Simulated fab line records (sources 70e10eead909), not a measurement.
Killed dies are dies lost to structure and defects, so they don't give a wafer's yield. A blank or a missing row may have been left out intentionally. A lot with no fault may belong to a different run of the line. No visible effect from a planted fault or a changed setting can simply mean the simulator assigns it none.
What tool caused it?    flow nand-harc    14 lots with 42 wafers sampled at 4 steps, on a route of 1159 steps

WHAT THE GAUGES READ, wafer by wafer
NHARC_END_SORT_01. Usual: killed-at-array 26, standard deviation 10; killed-at-other 0.5, standard deviation 0.87; killed-at-periphery 3.0, standard deviation 2.5; killed-dies 29, standard deviation 11; killed-open 3.3, standard deviation 1.9; killed-short 1.8, standard deviation 1.5.
lot   measured      on         killed-at-array  killed-at-other  killed-at-periphery  killed-dies  killed-open  killed-short  flag
L193  day 21 03:38  prober-01  29 24 83         0 1 1            0 0 1                29 25 85     4 2 5        0 4 1         
L195  day 21 11:18  prober-01  22 21 94         0 5 0            3 2 5                25 28 99     2 5 3        2 2 3         

WHAT TOOL EACH LOT RAN ON (gives the tool, then ch and the chambers of the sampled wafers, and finally the start)
lot   NHARC_A_CONTACT_ETCH_77             NHARC_THIN_TSV_DEP_47            NHARC_THIN_TSV_PVD_51
L186  rie-diel-02 ch 0,1,3, day 16 15:00  pecvd-02 ch 0,1,2, day 18 18:08  pvd-sputter-03, no start
L189  rie-diel-02 ch 0,2,3, day 16 18:05  pecvd-02 ch 0,1,2, day 18 19:28  pvd-sputter-02, no start
L187  rie-diel-02 ch 0,1,2, day 16 23:12  pecvd-01 ch 0,1, day 19 07:54    pvd-sputter-02, no start
L188  rie-diel-02 ch 0,1,3, day 17 02:05  pecvd-02 ch 0,1,2, day 19 06:47  pvd-sputter-02, no start
L192  rie-diel-11 ch 0,2,3, day 17 21:59  pecvd-04 ch 0,1, day 19 22:28    pvd-sputter-02, no start
L193  rie-diel-02 ch 0,2,3, day 18 06:52  pecvd-04 ch 0,1,2, day 20 12:56  pvd-sputter-03, day 21 03:38 or earlier
L195  rie-diel-02 ch 0,2,3, day 19 02:01  pecvd-01 ch 0,1,2, day 20 23:40  pvd-sputter-03, day 21 11:18 or earlier
L200  rie-diel-11 ch 1,2,3, day 20 14:17  pecvd-04 ch 0,1, day 22 18:52    pvd-sputter-01, no start
L201  rie-diel-11 ch 0,2,3, day 20 14:52  pecvd-04 ch 0,1, day 22 17:26    pvd-sputter-02, no start
L204  rie-diel-11 ch 0,1, day 20 19:13    pecvd-01 ch 0,2, day 22 23:47    pvd-sputter-03, no start
L202  rie-diel-03 ch 1,2,3, day 21 01:25  pecvd-01 ch 0,1, day 23 09:33    pvd-sputter-02, no start
L208  rie-diel-03 ch 0,1,2, day 22 06:32  pecvd-02 ch 0,2, day 24 09:21    pvd-sputter-02, no start
L207  rie-diel-03 ch 0,1,3, day 22 07:39  pecvd-01 ch 0,1,2, day 24 10:26  pvd-sputter-03, no start
L209  rie-diel-03 ch 0,2,3, day 22 11:33  pecvd-01 ch 0,1,2, day 24 12:55  pvd-sputter-02, no start
- NHARC_A_CONTACT_ETCH_77: etches the open film in CF4/CHF3, target depth 72.6 nm, time 36.3 s.
- NHARC_THIN_TSV_DEP_47: deposits SiO2, target thk 200 nm.
- NHARC_THIN_TSV_PVD_51: deposits Cu, target thk 100 nm.

WHAT THE TOOLS THEMSELVES READ (means of the sampled wafers that have a number; where no wafer has one, the mark that the record gives instead)
NHARC_A_CONTACT_ETCH_77. Usual: chamber-pressure-mTorr 25.000 mTorr, standard deviation 0.022; drypump-motor-current-A 5.5 A, standard deviation 0.55; oes-product-au 0.937 a.u., standard deviation 0.02; rf-vpp-V 370.3 V, standard deviation 1.9; showerhead-plenum-p-Torr 1.56 Torr, standard deviation 0.049; throttle-valve-pct 16.801 %, standard deviation 0.0093.
lot   tool         chamber-pressure-mTorr (mTorr)  drypump-motor-current-A (A)  oes-product-au (a.u.)  rf-vpp-V (V)  showerhead-plenum-p-Torr (Torr)  throttle-valve-pct (%)  flag
L186  rie-diel-02  25.020                          5.2                          0.969                  370.5         1.56                             16.810                  
L189  rie-diel-02  24.989                          5.2                          0.930                  369.9         1.56                             16.800                  
L187  rie-diel-02  24.983                          5.1                          0.926                  371.3         1.57                             16.796                  
L188  rie-diel-02  25.002                          5.2                          0.923                  369.2         1.56                             16.809                  
L192  rie-diel-11  25.008                          5.7                          0.950                  368.3         1.51                             16.799                  
L193  rie-diel-02  25.010                          5.3                          0.926                  371.3         1.56                             16.803                  
L195  rie-diel-02  25.021                          5.3                          0.921                  370.8         1.56                             16.797                  
L200  rie-diel-11  25.006                          5.8                          0.926                  369.0         1.52                             16.807                  
L201  rie-diel-11  24.983                          5.7                          0.930                  368.5         1.50                             16.794                  
L204  rie-diel-11  24.986                          6.3                          0.921                  370.6         1.58                             16.796                  
L202  rie-diel-03  25.015                          5.7                          0.932                  371.2         1.59                             16.804                  
L208  rie-diel-03  25.020                          5.4                          0.927                  372.8         1.62                             16.800                  
L207  rie-diel-03  24.985                          5.7                          0.926                  370.9         1.58                             16.789                  
L209  rie-diel-03  25.003                          6.0                          0.972                  371.3         1.60                             16.802                  

NHARC_THIN_TSV_DEP_47. Usual: mfc-precursor-sccm 161.4 sccm, standard deviation 0.51; throttle-valve-pct 16.0 %, standard deviation 0.46.
lot   tool      mfc-precursor-sccm (sccm)  throttle-valve-pct (%)  flag
L186  pecvd-02  161.4                      16.0                    
L189  pecvd-02  161.6                      16.0                    
L187  pecvd-01  161.4                      16.1                    
L188  pecvd-02  161.4                      16.0                    
L192  pecvd-04  161.5                      15.6                    
L193  pecvd-04  161.2                      15.8                    
L195  pecvd-01  161.5                      15.9                    
L200  pecvd-04  161.8                      15.8                    
L201  pecvd-04  161.9                      15.6                    
L204  pecvd-01  161.7                      15.8                    
L202  pecvd-01  161.9                      15.9                    
L208  pecvd-02  161.1                      15.5                    
L207  pecvd-01  161.5                      16.2                    
L209  pecvd-01  161.1                      16.3                    

NHARC_THIN_TSV_PVD_51. Usual: throttle-valve-pct reads 30.0 % (standard deviation 1.3).
lot   tool            throttle-valve-pct (%)  flag
L186  pvd-sputter-03  29.9                    
L189  pvd-sputter-02  30.2                    
L187  pvd-sputter-02  29.9                    
L188  pvd-sputter-02  30.3                    
L192  pvd-sputter-02  30.2                    
L193  pvd-sputter-03  30.1                    
L195  pvd-sputter-03  29.5                    
L200  pvd-sputter-01  28.9                    
L201  pvd-sputter-02  29.9                    
L204  pvd-sputter-03  30.0                    
L202  pvd-sputter-02  31.0                    
L208  pvd-sputter-02  30.6                    
L207  pvd-sputter-03  29.5                    
L209  pvd-sputter-02  30.4                    

THE ANSWER, worked out from the rows above alone
Rule: take the mean of a lot's wafers that have a number; if it is more than 3 standard deviations from the usual mean, the lot is off. A lot without any number at a reading at which 4 lots or more have one is off too. Where the step has rows for the other lots, those lots are counted as sound. After the gauges, taken in route order, come the tools' own readings; for these a lot's mean is taken, as printed above. The first step at which some lot is off is used, and at that step the reading that is off furthest; a lot without a number counts as furthest.
No lot is off at any reading shown: from this, nothing can be told.

WHAT HAD BEEN PUT IN BY THE SIMULATOR
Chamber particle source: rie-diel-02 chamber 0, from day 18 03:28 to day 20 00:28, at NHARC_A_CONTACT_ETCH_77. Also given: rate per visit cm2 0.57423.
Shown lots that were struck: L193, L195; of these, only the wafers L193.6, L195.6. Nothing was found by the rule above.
